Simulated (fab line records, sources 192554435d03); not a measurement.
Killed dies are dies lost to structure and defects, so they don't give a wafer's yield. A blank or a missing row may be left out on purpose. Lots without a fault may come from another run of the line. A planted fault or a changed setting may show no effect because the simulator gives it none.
Chamber matching | flow n5_finfet | N5_BEOL_M4_DESCUM_33 on rie_diel-03: 4 sister chambers
The step chemistry O2, time 7 s. 20 wafers are shown with their chamber, then 10 later ones without.

WAFERS WITH THEIR CHAMBER
wafer  | chamber | drypump_motor_current_A (A) | showerhead_plenum_p_Torr (Torr) | throttle_valve_pct (%)
L076.1 | 1       | 5.2                         | 2.21                            | 20.06
L076.2 | 2       | 6.0                         | 2.00                            | 20.33
L076.4 | 0       | 6.3                         | 2.18                            | 20.73
L077.1 | 3       | 5.6                         | 2.13                            | 20.66
L077.2 | 1       | 5.2                         | 2.21                            | 20.06
L077.5 | 3       | 5.6                         | 2.13                            | 20.67
L080.1 | 2       | 6.0                         | 1.99                            | 20.34
L080.2 | 3       | 5.6                         | 2.13                            | 20.67
L080.4 | 3       | 5.6                         | 2.13                            | 20.66
L081.2 | 1       | 5.2                         | 2.21                            | 20.08
L081.3 | 2       | 6.0                         | 1.99                            | 20.33
L081.6 | 0       | 6.2                         | 2.17                            | 20.76
L083.1 | 0       | 6.3                         | 2.17                            | 20.78
L083.2 | 1       | 5.2                         | 2.21                            | 20.06
L083.5 | 1       | 5.2                         | 2.21                            | 20.08
L084.2 | 2       | 6.0                         | 1.99                            | 20.37
L084.4 | 3       | 5.6                         | 2.12                            | 20.67
L084.5 | 0       | 6.3                         | 2.17                            | 20.78
L087.1 | 2       | 6.0                         | 1.99                            | 20.38
L087.4 | 3       | 5.6                         | 2.12                            | 20.69

SIGNATURES (means of the wafers above)
reading                  | chamber 0 | chamber 1 | chamber 2 | chamber 3 | scatter within a chamber
drypump_motor_current_A  | 6.275     | 5.200     | 6.000     | 5.600     | 0.0217
showerhead_plenum_p_Torr | 2.1725    | 2.2100    | 1.9920    | 2.1267    | 0.00425
throttle_valve_pct       | 20.7625   | 20.0680   | 20.3500   | 20.6700   | 0.0176
Rule: a wafer's distance from a chamber is the root of the sum, over the readings, of the square of ((its reading less the chamber's mean) divided by the reading's scatter). The wafer belongs to the nearest chamber; if the next one is less than 2 further off, it can't be placed. The scatter: the root of (the sum of the squares of (reading less its chamber's mean) over the shown wafers, divided by (wafers less chambers)).

WAFERS WITHOUT THEIR CHAMBER
wafer  | drypump_motor_current_A (A) | showerhead_plenum_p_Torr (Torr) | throttle_valve_pct (%)
L087.5 | 6.2                         | 2.16                            | 20.80
L090.4 | 6.0                         | 1.98                            | 20.42
L090.5 | 6.3                         | 2.16                            | 20.78
L090.6 | 5.2                         | 2.20                            | 20.12
L091.2 | 6.0                         | 1.98                            | 20.39
L091.3 | 6.2                         | 2.16                            | 20.81
L091.5 | 5.2                         | 2.20                            | 20.11
L095.1 | 5.2                         | 2.20                            | 20.13
L095.3 | 6.0                         | 1.98                            | 20.41
L095.5 | 5.2                         | 2.20                            | 20.12

WHICH CHAMBER EACH WENT THROUGH
wafer  | from the rows above | in truth
L087.5 | 0                   | 0
L090.4 | 2                   | 2
L090.5 | 0                   | 0
L090.6 | 1                   | 1
L091.2 | 2                   | 2
L091.3 | 0                   | 0
L091.5 | 1                   | 1
L095.1 | 1                   | 1
L095.3 | 2                   | 2
L095.5 | 1                   | 1
Placed correctly: 10 of 10. Can't be placed from these rows: 0. Placed wrongly: 0.
